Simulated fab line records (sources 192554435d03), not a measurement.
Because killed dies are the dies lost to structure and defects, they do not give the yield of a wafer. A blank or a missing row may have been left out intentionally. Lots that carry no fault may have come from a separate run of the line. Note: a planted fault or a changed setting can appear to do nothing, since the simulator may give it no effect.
Lot-split experiment ; flow n5 finfet ; 7 lots, 21 wafers read, on a route of 1938 steps

## ON THE SPLIT
At N5_BEOL_M0_ETCH_109 (etches SiCN in CH3F/O2, target depth 8 nm, overetch 2.4 nm, time 27.4 s), the setting bias w was moved away from the recipe's 75 W on 6 of the 21 wafers read, by -17.9% to +16.7%. For the rest of the wafers, this setting stayed at what the recipe calls for.

The reading comes from the split's own step.

## THE READING
rf vpp V, in V, at N5_BEOL_M0_ETCH_109 (etches SiCN in CH3F/O2, target depth 8 nm, overetch 2.4 nm, time 27.4 s). Typical for fault-free wafers on this fab line: 297.5 V, with standard deviation 1.5 V.

wafer;tool, chamber at the split;bias w as run, W;against the recipe;rf vpp V, V;against lot-mates on the recipe
L081.1;rie diel-03, 2;75;recipe;299.6;-
L081.3;rie diel-03, 1;75;recipe;302.0;-
L081.6;rie diel-03, 0;68.34;-8.9%;283.0;-17.8
L082.1;rie diel-03, 3;75;recipe;295.1;-
L082.4;rie diel-03, 2;75;recipe;299.0;-
L082.5;rie diel-03, 0;75;recipe;300.1;-
L084.3;rie diel-03, 1;75;recipe;298.2;-
L084.4;rie diel-03, 0;61.57;-17.9%;261.7;-36.5
L084.6;rie diel-03, 0;61.57;-17.9%;263.8;-34.4
L085.1;rie diel-03, 2;75;recipe;299.1;-
L085.3;rie diel-03, 1;62.5;-16.7%;268.0;-30.6
L085.5;rie diel-03, 0;75;recipe;298.2;-
L088.4;rie diel-03, 0;87.51;+16.7%;328.7;+31.3
L088.5;rie diel-03, 3;75;recipe;294.5;-
L088.6;rie diel-03, 0;75;recipe;300.2;-
L096.1;rie diel-01, 0;69.55;-7.3%;281.8;-16.2
L096.2;rie diel-01, 3;75;recipe;297.8;-
L096.4;rie diel-01, 2;75;recipe;298.1;-
L097.1;rie diel-06, 2;75;recipe;296.1;-
L097.4;rie diel-06, 3;75;recipe;298.7;-
L097.5;rie diel-06, 0;75;recipe;296.3;-

THE FIT
A straight line over all 21 wafers: rf vpp V changes by +1.9 V for each +1% of bias w; r = +0.99; the points scatter about the line by 2 V.
The same after taking each lot's own level away (the mean of its wafers on the recipe; 21 wafers): +1.93 V for each +1%; r = +0.99; scatter 1.6 V.
That fit puts the effect of the largest move of bias w on the reading at 35 V.
The lots' own levels span 297.03 to 300.80 V, that is 2.5 times the standard deviation above.
The two slopes agree, so the slope changes little with the lot-to-lot level.
Check: -34.2 V against its lot-mates is what the line predicts for one of the wafers moved furthest among these (-17.9%) when that wafer is left out of the fit. Against them it came out at -36.5 V.
Tool readings at the split's step, against how far the setting was moved: rf vpp V r = +0.99.

## THE OTHER SPLITS THESE WAFERS WENT THROUGH
Note: prior to the reading, these wafers also went through further splits. Each is held against what the fit with the lots' levels taken away leaves over:
other split on the same wafers;wafers away from the commonest value;r with rf vpp V (lot level and that fit taken away)
N5_GATE_CUT_ALD_22 ald cycles;6;-0.01
N5_MOL_CONTACT_COAG_PECVD_31 temp c;7;-0.21
N5_MOL_CONTACT_COAG_COAT_76 spin rpm;6;+0.26
N5_MOL_CONTACT_COAG_CVD_140 target thk a;7;-0.19
N5_BEOL_M0_SAQP_PECVD_96 time s;5;-0.23
N5_BEOL_M0_ETCH_138 source w;6;-0.33

## THE FILE'S OWN FIT
rf vpp V changes by +1.93 V for each +1% of bias w, r = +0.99.
